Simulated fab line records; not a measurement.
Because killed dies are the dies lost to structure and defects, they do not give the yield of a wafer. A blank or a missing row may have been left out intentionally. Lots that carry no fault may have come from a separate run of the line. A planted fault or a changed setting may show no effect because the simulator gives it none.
Chamber matching ; flow n5-finfet ; 4 sister chambers for N5_ILD0_CMP_03 on cmp-01
The step polishes, stops on SiNx, t overpolish 1.9 s, target thk 197.38 nm. 14 wafers are shown with their chamber, then 6 later ones without.

## WAFERS PAIRED WITH THEIR CHAMBERS
wafer;chamber;motor-current-A (A);time-to-endpoint-s (s);overpolish-run-s (s)
L075.2;1;11.8;73;1.900
L075.4;2;11.3;71;1.904
L077.1;0;11.4;74;1.904
L079.1;3;12.3;69;1.901
L079.2;0;13.1;71;1.896
L079.3;2;11.5;70;1.896
L085.3;2;11.7;68;1.900
L085.4;0;12.2;69;1.915
L086.2;3;13.2;67;1.897
L086.3;1;11.8;72;1.891
L092.3;2;10.9;75;1.891
L092.4;0;12.2;74;1.895
L093.1;1;12.0;77;1.897
L093.2;2;11.7;79;1.898

SIGNATURES (means of the wafers above)
reading;chamber 0;chamber 1;chamber 2;chamber 3;scatter within a chamber
motor-current-A;12.225;11.867;11.420;12.750;0.482
time-to-endpoint-s;72.00;74.00;72.60;68.00;3.33
overpolish-run-s;1.90250;1.89600;1.89780;1.89900;0.00632
Rule: for a wafer and a chamber, the distance is found by dividing, reading by reading, the gap between the wafer's reading and the chamber's mean by the reading's scatter, squaring, summing and taking the root. If the next closest chamber is less than 2 further off than the closest, the wafer can't be placed; otherwise it belongs to the closest. How the scatter is found: for the shown wafers, subtract from each reading the mean of its chamber, square and add these, divide the total by (wafers less chambers), then take the root.

## WAFERS WITH NO CHAMBER GIVEN
wafer;motor-current-A (A);time-to-endpoint-s (s);overpolish-run-s (s)
L096.1;11.9;68;1.908
L096.2;13.4;65;1.894
L096.4;12.8;67;1.894
L097.1;12.1;67;1.898
L097.2;12.0;70;1.907
L097.4;13.2;68;1.890

## WHICH CHAMBER EACH ONE RAN IN
wafer;from the rows above;in truth
L096.1;can't be placed: 0 or 3 or 2 or 1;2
L096.2;can't be placed: 3 or 0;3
L096.4;can't be placed: 3 or 0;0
L097.1;can't be placed: 3 or 0 or 1 or 2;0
L097.2;can't be placed: 0 or 2 or 3 or 1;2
L097.4;can't be placed: 3 or 0 or 1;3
Correct placement for 0 of the 6. Unplaceable from these rows: 6, with the true chamber sitting among the candidates in 6. 0 placed wrongly.
